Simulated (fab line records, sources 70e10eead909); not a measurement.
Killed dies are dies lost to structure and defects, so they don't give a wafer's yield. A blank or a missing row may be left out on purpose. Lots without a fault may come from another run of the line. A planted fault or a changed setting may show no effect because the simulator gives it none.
fab line records | flow nand_harc
record lots=11 wafers=33 last_day=33
route steps=1302 shown P_GATE@207 P_CONTACT@229 END@1302
lots that met no fault: from a run of the same line without faults
start_h: hours from the record's first day to the start of the lot's first wafer shown | wait_h: hours since the lot's step before | " the same as in the row above | L1.1+2: a row that stands for several wafers | - no value, or no start given | * or withheld: withheld | < > ~ a bound
route shown NAME@n: a module of which the file shows steps, and the number in the route of the first | usual: mean/standard deviation of fault-free wafers | same: alike in all rows | chamber/n: place in a boat | sites: the reading at each site | _std_site: their standard deviation | _edge_site: outer sites' mean less inner sites' | radius_mm: how far each site lies from the wafer's centre | mask NAME#n: copy n | behind: the tool/chamber that last shaped the wafer | hold: why the lot was held/for how many hours/how that ended | device: the transistor (n, p or np) that didn't switch | end of line: the same wafers' tests at the end of the route | a step without rows: its recipe alone | killed: dies lost to structure and defects at the first sort, not the wafer's yield | map: a wafer's dies, x killed, . not, _ none there
set.NAME: the setting as run; set.NAME@STEP: as run at that earlier step | model.NAME: the simulator's own value behind a step, which no gauge read
steps of the route over a sample of lots; a table a step, a row a wafer
services: from which hour (start_h, from the record's first day; less than 0 if before it) a tool's chamber was out of use, for how many hours, and why
## steps
# step NHARC_P_GATE_RTA_64
# recipe temp_c=1050 time_s=1
# usual lamp_power_pct=32.1/0.99 lamp_zone_2_pct=32.1/0.99 lamp_zone_7_pct=32.6/1 wafer_temp_C_max=1054.4/1.1
# columns lot.wafer tool chamber start_h wait_h lamp_power_pct lamp_zone_2_pct lamp_zone_7_pct wafer_temp_C_max
L587.1 rtp_anneal-02 0 119.87 - 31.2 31.2 31.6 1052.7
L587.5 " 0 " " 31.1 31.1 31.6 1054.2
L587.6 " 0 " " 31.1 31.1 31.5 1053.4
L588.1 rtp_anneal-01 0 136.39 - 33.1 33.1 33.5 1054.0
L588.5 " 0 " " 33.1 33.1 33.6 1056.0
L588.6 " 0 " " 33.1 33.1 33.5 1055.0
L592.1 rtp_anneal-01 0 159.33 - 33.2 33.1 33.5 1054.9
L592.2 " 0 " " 33.2 33.1 33.6 1055.2
L592.5 " 0 " " 33.1 33.2 33.5 1056.4
L593.2 rtp_anneal-02 0 172.77 - 31.1 31.2 31.5 1052.9
L593.3 " 0 " " 31.2 31.2 31.6 1053.7
L593.4 " 0 " " 31.2 31.2 31.6 1053.9
L594.3 rtp_anneal-01 0 189.22 - 33.1 33.1 33.6 1054.2
L594.4 " 0 " " 33.1 33.1 33.5 1054.0
L594.6 " 0 " " 33.2 33.1 33.5 1055.5
L597.2 rtp_anneal-01 0 217.80 - 33.1 33.1 33.5 1055.5
L597.3 " 0 " " 33.2 33.1 33.5 1054.8
L597.6 " 0 " " 33.1 33.2 33.5 1055.0
L604.1 rtp_anneal-02 0 284.01 - 31.1 31.1 31.6 1053.8
L604.3 " 0 " " 31.1 31.1 31.5 1054.9
L604.6 " 0 " " 31.1 31.1 31.6 1053.0
L605.3 rtp_anneal-01 0 297.38 - 33.2 33.2 33.5 1057.5
L605.4 " 0 " " 33.2 33.2 33.5 1054.9
L605.6 " 0 " " 33.1 33.2 33.6 1054.6
L607.4 rtp_anneal-02 0 312.36 - 31.2 31.1 31.5 1053.7
L607.5 " 0 " " 31.2 31.2 31.6 1053.5
L607.6 " 0 " " 31.1 31.2 31.5 1053.0
L608.1 rtp_anneal-01 0 324.57 - 33.2 33.1 33.6 1056.1
L608.2 " 0 " " 33.1 33.1 33.6 1055.5
L608.4 " 0 " " 33.1 33.2 33.6 1055.4
L609.3 rtp_anneal-02 0 345.01 - 31.2 31.2 31.6 1053.8
L609.4 " 0 " " 31.2 31.2 31.5 1054.9
L609.5 " 0 " " 31.2 31.1 31.6 1053.5
# step NHARC_P_GATE_RTA_82
# recipe temp_c=450 time_s=30
# usual lamp_power_pct=3.80/0.11 lamp_zone_2_pct=3.80/0.11 lamp_zone_7_pct=4.00/0.11 wafer_temp_C_max=452.0/0.57
# columns lot.wafer tool chamber start_h wait_h lamp_power_pct lamp_zone_2_pct lamp_zone_7_pct wafer_temp_C_max
L587.1 rtp_anneal-02 0 120.93 - 3.65 3.65 3.84 452.1
L587.5 " 0 " " 3.65 3.65 3.84 452.0
L587.6 " 0 " " 3.65 3.65 3.84 451.7
L588.1 rtp_anneal-02 0 137.48 - 3.65 3.65 3.84 451.0
L588.5 " 0 " " 3.65 3.65 3.84 450.9
L588.6 " 0 " " 3.65 3.65 3.84 451.0
L592.1 rtp_anneal-01 0 160.39 - 3.88 3.88 4.08 452.3
L592.2 " 0 " " 3.87 3.88 4.09 452.2
L592.5 " 0 " " 3.88 3.88 4.08 452.1
L593.2 rtp_anneal-01 0 173.83 - 3.88 3.88 4.09 452.6
L593.3 " 0 " " 3.88 3.87 4.09 452.5
L593.4 " 0 " " 3.88 3.87 4.08 452.7
L594.3 rtp_anneal-01 0 190.28 - 3.88 3.88 4.09 452.2
L594.4 " 0 " " 3.89 3.88 4.09 452.2
L594.6 " 0 " " 3.88 3.88 4.09 452.7
L597.2 rtp_anneal-01 0 218.86 - 3.88 3.88 4.09 452.1
L597.3 " 0 " " 3.87 3.87 4.08 453.0
L597.6 " 0 " " 3.89 3.88 4.09 452.1
L604.1 rtp_anneal-02 0 285.07 - 3.65 3.65 3.84 451.2
L604.3 " 0 " " 3.65 3.65 3.84 451.4
L604.6 " 0 " " 3.64 3.65 3.85 451.8
L605.3 rtp_anneal-01 0 298.44 - 3.87 3.88 4.08 452.0
L605.4 " 0 " " 3.88 3.88 4.08 452.2
L605.6 " 0 " " 3.88 3.88 4.08 452.3
L607.4 rtp_anneal-02 0 313.44 - 3.66 3.65 3.83 450.9
L607.5 " 0 " " 3.64 3.65 3.84 452.9
L607.6 " 0 " " 3.65 3.65 3.84 451.5
L608.1 rtp_anneal-01 0 325.65 - 3.88 3.88 4.08 452.2
L608.2 " 0 " " 3.88 3.88 4.08 451.7
L608.4 " 0 " " 3.88 3.88 4.09 453.0
L609.3 rtp_anneal-02 0 346.06 - 3.65 3.65 3.84 451.3
L609.4 " 0 " " 3.65 3.65 3.84 451.4
L609.5 " 0 " " 3.65 3.65 3.84 452.0
# step NHARC_P_CONTACT_EXPOSE_09
# recipe na=1.35 target_cd_nm=90 dose_mj=81.26 mask_id=P_CA
# usual focus_offset_nm=0.1/0.59
# columns lot.wafer tool chamber start_h wait_h mask focus_offset_nm
L587.1 arfi_scanner-02 0 122.47 - P_CA#0 0.4
L587.5 " 0 " " P_CA#0 -0.4
L587.6 " 0 " " P_CA#0 0.2
L588.1 arfi_scanner-01 0 139.15 - P_CA#0 1.4
L588.5 " 0 " " P_CA#0 0.3
L588.6 " 0 " " P_CA#0 0.6
L592.1 arfi_scanner-01 0 162.17 - P_CA#0 0.5
L592.2 " 0 " " P_CA#0 -0.3
L592.5 " 0 " " P_CA#0 -0.7
L593.2 arfi_scanner-02 0 175.48 - P_CA#0 -1.3
L593.3 " 0 " " P_CA#0 0.7
L593.4 " 0 " " P_CA#0 -0.8
L594.3 arfi_scanner-01 0 191.91 - P_CA_R1#0 -0.5
L594.4 " 0 " " P_CA_R1#0 0.0
L594.6 " 0 " " P_CA_R1#0 -0.9
L597.2 arfi_scanner-01 0 220.50 - P_CA#0 -0.4
L597.3 " 0 " " P_CA#0 -0.7
L597.6 " 0 " " P_CA#0 -0.7
L604.1 arfi_scanner-03 0 286.73 - P_CA#0 0.6
L604.3 " 0 " " P_CA#0 -0.2
L604.6 " 0 " " P_CA#0 1.0
L605.3 arfi_scanner-02 0 300.06 - P_CA#0 -0.3
L605.4 " 0 " " P_CA#0 -0.7
L605.6 " 0 " " P_CA#0 -0.4
L607.4 arfi_scanner-03 0 315.29 - P_CA#0 0.3
L607.5 " 0 " " P_CA#0 0.2
L607.6 " 0 " " P_CA#0 0.2
L608.1 arfi_scanner-01 0 327.30 - P_CA#0 -0.6
L608.2 " 0 " " P_CA#0 0.2
L608.4 " 0 " " P_CA#0 1.2
L609.3 arfi_scanner-02 0 347.69 - P_CA#0 0.1
L609.4 " 0 " " P_CA#0 -0.4
L609.5 " 0 " " P_CA#0 -0.5
# step NHARC_P_CONTACT_CD_MEAS_12
# recipe target_cd_nm=90 landing_energy_ev=500
# usual cd_nm=90.2/0.62
# columns lot.wafer tool chamber start_h wait_h cd_nm
L587.1 cd_sem-01 0 122.61 - 90.0
L587.5 " 0 " " 89.6
L587.6 " 0 " " 90.4
L588.1 cd_sem-02 0 139.28 - 89.7
L588.5 " 0 " " 89.6
L588.6 " 0 " " 90.5
L592.1 cd_sem-03 0 162.31 - 91.8
L592.2 " 0 " " 90.8
L592.5 " 0 " " 91.0
L593.2 cd_sem-02 0 175.62 - 89.8
L593.3 " 0 " " 90.5
L593.4 " 0 " " 91.6
L594.3 cd_sem-01 0 192.05 - 84.0
L594.4 " 0 " " 82.8
L594.6 " 0 " " 84.0
L597.2 cd_sem-03 0 220.64 - 89.5
L597.3 " 0 " " 89.3
L597.6 " 0 " " 89.4
L604.1 cd_sem-02 0 286.87 - 90.5
L604.3 " 0 " " 90.7
L604.6 " 0 " " 90.7
L605.3 cd_sem-01 0 300.20 - 90.7
L605.4 " 0 " " 90.8
L605.6 " 0 " " 90.9
L607.4 cd_sem-02 0 315.43 - 90.1
L607.5 " 0 " " 90.6
L607.6 " 0 " " 90.7
L608.1 cd_sem-03 0 327.44 - 90.1
L608.2 " 0 " " 90.5
L608.4 " 0 " " 90.7
L609.3 cd_sem-03 0 347.83 - 90.8
L609.4 " 0 " " 91.1
L609.5 " 0 " " 90.8
# step NHARC_P_CONTACT_ETCH_18
# recipe target_depth_a=4810 time_s=240.5 c4f8_flow_sccm=20 o2_flow_sccm=10 ar_flow_sccm=withheld rf_w=600 bias_w=1500 chemistry=C4F8/O2/Ar
# usual oes_product_au=0.963/0.018 rf_vpp_V=979/5.7
# columns lot.wafer tool chamber start_h wait_h oes_product_au rf_hours_counter_h rf_vpp_V
L587.1 rie_diel-12 3 - - 0.980 0.5 974
L587.5 " 0 " " 0.973 - 972
L587.6 " 1 " " 0.977 - 982
L588.1 rie_diel-04 3 - - 0.939 8.8 985
L588.5 " 1 " " 0.937 - 987
L588.6 " 2 " " 0.942 - 979
L592.2 rie_diel-12 3 - - 0.983 1.7 974
L592.1 " 1 " " 0.966 1.8 982
L592.5 " 0 " " 0.960 - 970
L593.3 rie_diel-04 1 - - 0.969 7.8 985
L593.4 " 2 " " 0.980 9.4 977
L593.2 " 0 " " 0.945 11.1 984
L594.4 rie_diel-12 3 - - 0.957 2.8 975
L594.3 " 1 " " 0.981 2.7 982
L594.6 " 2 " " 0.979 - 978
L597.2 rie_diel-12 2 - - 0.965 3.9 978
L597.3 " 1 " " 0.973 3.9 982
L597.6 " 3 " " 0.979 - 976
L604.1 rie_diel-12 0 - - 0.965 0.3 971
L604.3 " 2 " " 0.998 0.5 979
L604.6 " 3 " " 0.970 - 975
L605.4 rie_diel-04 2 - - 0.967 5.5 976
L605.3 " 3 " " 0.972 4.6 986
L605.6 " 2 " " 0.990 - 978
L607.4 rie_diel-12 1 - - 0.963 - 982
L607.5 " 2 " " 0.965 - 978
L607.6 " 0 " " 0.963 - 970
L608.2 rie_diel-12 2 - - 0.941 2.1 980
L608.4 " 3 " " 0.925 1.5 975
L608.1 " 0 " " 0.935 1.9 972
L609.4 rie_diel-04 2 - - 1.004 8.1 977
L609.3 " 3 " " 0.948 7.2 985
L609.5 " 0 " " 0.970 - 984
# step NHARC_P_CONTACT_CD_MEAS_19
# usual cd_nm=89.6/1.3
# columns lot.wafer tool chamber start_h wait_h cd_nm
L587.1 cd_sem-03 - 123.66 - 90.8
L587.5 " - " " 90.0
L587.6 " - " " 88.9
L588.1 cd_sem-02 - 140.40 - 89.1
L588.5 " - " " 89.9
L588.6 " - " " 90.5
L592.1 cd_sem-03 - 163.37 - 92.7
L592.2 " - " " 89.0
L592.5 " - " " 90.9
L593.2 cd_sem-03 - 176.68 - 89.3
L593.3 " - " " 90.3
L593.4 " - " " 93.5
L594.3 cd_sem-02 - 193.10 - 82.2
L594.4 " - " " 84.5
L594.6 " - " " 82.7
L597.2 cd_sem-03 - 221.69 - 88.5
L597.3 " - " " 89.8
L597.6 " - " " 91.3
L604.1 cd_sem-02 - 287.93 - 89.2
L604.3 " - " " 89.5
L604.6 " - " " 88.9
L605.3 cd_sem-02 - 301.25 - 89.7
L605.4 " - " " 90.2
L605.6 " - " " 89.8
L607.4 cd_sem-03 - 316.63 - 88.1
L607.5 " - " " 90.7
L607.6 " - " " 90.4
L608.1 cd_sem-03 - 328.50 - 89.8
L608.2 " - " " 88.4
L608.4 " - " " 88.1
L609.3 cd_sem-02 - 348.89 - 90.7
L609.4 " - " " 91.4
L609.5 " - " " 90.3
# step NHARC_END_SORT_01
# recipe temp_c=25
# usual killed_at_array=50/20 killed_at_other=1.2/1.5 killed_at_periphery=3.6/2.6 killed_dies=55/20 killed_open=3.4/2 killed_short=2.7/1.6
# same gross_dies=677
# columns lot.wafer tool chamber start_h wait_h killed_at_array killed_at_other killed_at_periphery killed_dies killed_open killed_short
L592.1 prober-01 0 595.56 2.5 63 0 1 64 2 4
L592.2 prober-01 0 596.35 2.8 65 0 1 66 1 0
L592.5 prober-01 0 598.71 3.6 61 1 2 64 1 2
L594.6 prober-02 0 649.27 4.0 59 0 4 63 5 2
L604.1 prober-01 0 715.39 2.5 29 4 5 38 2 5
L604.3 prober-01 0 716.99 3.1 52 1 3 56 9 4
L604.6 prober-01 0 719.39 4.0 40 2 1 43 4 4
L609.3 prober-01 0 782.35 3.1 52 0 6 58 3 4
L609.4 prober-01 0 783.15 3.4 37 1 8 46 6 0
L609.5 prober-01 0 783.95 3.7 55 0 2 57 2 1
# killed by level:class
L592.1 A_CHANNEL_HOLE_D2:chamber_film_flake=31 A_STAIRCASE:chamber_film_flake=11 A_SLIT:chamber_film_flake=9 A_CHANNEL_HOLE_D1:chamber_film_flake=3 A_CHANNEL_FILL_D1:geometric_particle:short=2 A_SGD_CUT:chamber_film_flake=2 P_CONTACT:geometric_particle:open=1 A_SGD_CUT:geometric_particle:open=1
L592.2 A_CHANNEL_HOLE_D2:chamber_film_flake=26 A_SLIT:chamber_film_flake=24 A_STAIRCASE:chamber_film_flake=7 A_ZERO_WELL:chamber_film_flake=3 A_DECK1_JOINT:chamber_film_flake=2 A_SGD_CUT:geometric_particle:open=1 P_GATE:chamber_film_flake=1 A_CHANNEL_HOLE_D1:chamber_film_flake=1
L592.5 A_CHANNEL_HOLE_D2:chamber_film_flake=34 A_STAIRCASE:chamber_film_flake=10 A_SLIT:chamber_film_flake=5 A_DECK1_JOINT:chamber_film_flake=4 A_CHANNEL_HOLE_D1:chamber_film_flake=2 A_SGD_CUT:chamber_film_flake=2 A_CONTACT:chamber_film_flake=2 P_CONTACT:geometric_particle:short=1
L594.6 A_CHANNEL_HOLE_D2:chamber_film_flake=35 A_SLIT:chamber_film_flake=11 A_CONTACT:chamber_film_flake=5 A_CHANNEL_FILL_D2:geometric_particle:open=2 P_CONTACT:area_expose=2 P_CONTACT:geometric_particle:open=1 A_ONON_D1:geometric_particle:open=1 A_CHANNEL_FILL_D1:geometric_particle:short=1
L604.1 A_CHANNEL_HOLE_D1:chamber_film_flake=10 A_SLIT:chamber_film_flake=10 THIN_TSV:chamber_film_flake=4 P_CONTACT:chamber_film_flake=3 A_DECK1_JOINT:geometric_particle:short=2 P_CONTACT:geometric_particle:short=1 P_M0:geometric_particle:short=1 A_ONON_D2:geometric_particle:open=1
L604.3 A_SLIT:chamber_film_flake=27 A_CHANNEL_HOLE_D1:chamber_film_flake=7 A_WL_FILL:chamber_film_flake=3 P_M0:geometric_particle:open=2 A_M0:geometric_particle:open=2 A_WL_FILL:geometric_particle:open=2 A_CHANNEL_FILL_D2:chamber_film_flake=2 A_ONON_D1:geometric_particle:short=1
L604.6 A_CHANNEL_HOLE_D1:chamber_film_flake=14 A_SLIT:chamber_film_flake=12 A_WL_FILL:chamber_film_flake=3 A_BLC:chamber_film_flake=3 A_BLC:geometric_particle:open=2 THIN_TSV:chamber_film_flake=2 P_M0:geometric_particle:short=1 A_ONON_D1:geometric_particle:short=1
L609.3 A_CHANNEL_HOLE_D1:chamber_film_flake=17 A_SLIT:chamber_film_flake=9 A_STAIRCASE:chamber_film_flake=7 A_CONTACT:chamber_film_flake=7 P_BONDPAD:chamber_film_flake=4 A_SGD_CUT:chamber_film_flake=3 A_CHANNEL_FILL_D1:chamber_film_flake=2 P_CONTACT:geometric_particle:open=1
L609.4 A_SLIT:chamber_film_flake=9 A_STAIRCASE:chamber_film_flake=8 A_CHANNEL_HOLE_D1:chamber_film_flake=6 P_BONDPAD:chamber_film_flake=5 A_CONTACT:chamber_film_flake=4 A_DECK1_JOINT:chamber_film_flake=3 A_M1:geometric_particle:open=2 P_GATE:chamber_film_flake=2
L609.5 A_CHANNEL_HOLE_D1:chamber_film_flake=19 A_SGD_CUT:chamber_film_flake=9 A_SLIT:chamber_film_flake=9 A_CONTACT:chamber_film_flake=7 A_STAIRCASE:chamber_film_flake=6 A_WL_FILL:chamber_film_flake=2 P_CONTACT:geometric_particle:open=1 A_CHANNEL_HOLE_D2:geometric_particle:short=1
## services
# columns tool chamber start_h hours kind
rie_diel-12 0 100.40 - clean
rie_diel-12 1 100.40 - clean
rie_diel-12 2 100.40 - clean
rie_diel-12 3 100.40 - clean
arfi_scanner-02 - 100.49 1.6 repair
rie_diel-12 0 124.90 - clean
arfi_scanner-02 - 140.00 4.0 pm
rie_diel-04 - 161.75 1.0 repair
rie_diel-04 - 177.90 9.0 pm
rie_diel-12 3 195.55 11.0 repair
arfi_scanner-03 - 196.00 4.0 pm
arfi_scanner-02 - 215.87 1.0 repair
rie_diel-04 - 219.88 0.2 repair
arfi_scanner-02 - 222.93 0.7 repair
rie_diel-12 - 230.63 4.2 repair
arfi_scanner-01 - 239.55 1.9 repair
arfi_scanner-01 - 252.00 4.0 pm
rie_diel-12 - 268.42 9.0 pm
arfi_scanner-01 - 274.24 0.6 repair
rie_diel-04 3 274.83 8.4 repair
arfi_scanner-02 - 277.40 1.4 repair
arfi_scanner-02 - 312.00 4.0 pm
rie_diel-12 3 313.86 5.0 repair
arfi_scanner-01 - 342.40 10.0 repair
## key
first_sign step=NHARC_P_CONTACT_EXPOSE_09 reading=mask direction=changed
effect step=NHARC_P_CONTACT_CD_MEAS_12 reading=cd_nm direction=down sigmas=11 usual=90.2 struck=83.6
effect step=NHARC_P_CONTACT_CD_MEAS_19 reading=cd_nm direction=down sigmas=5.1 usual=89.6 struck=83.1
met_at NHARC_P_CONTACT_EXPOSE_09
struck_lots L594
tester_left_out L594
not_acting_at NHARC_P_GATE_RTA_64,NHARC_P_GATE_RTA_82,NHARC_P_CONTACT_ETCH_18
onset_between 162.17 191.91
fault kind=wrong_mask tool=any chamber=- onset_h=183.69 steps=NHARC_P_CONTACT_EXPOSE_09 aux_copy=P_CA_R1#0 cd_offset_nm=-6.9672 scope=struck_lots_only
# tester_left_out: of these lots the tester's yield and bins aren't shown, on N5 and GAA mostly nor the transistor test; their killed dies are dies lost to structure and defects alone, not to doping, threshold or leakage, so they don't give the yield
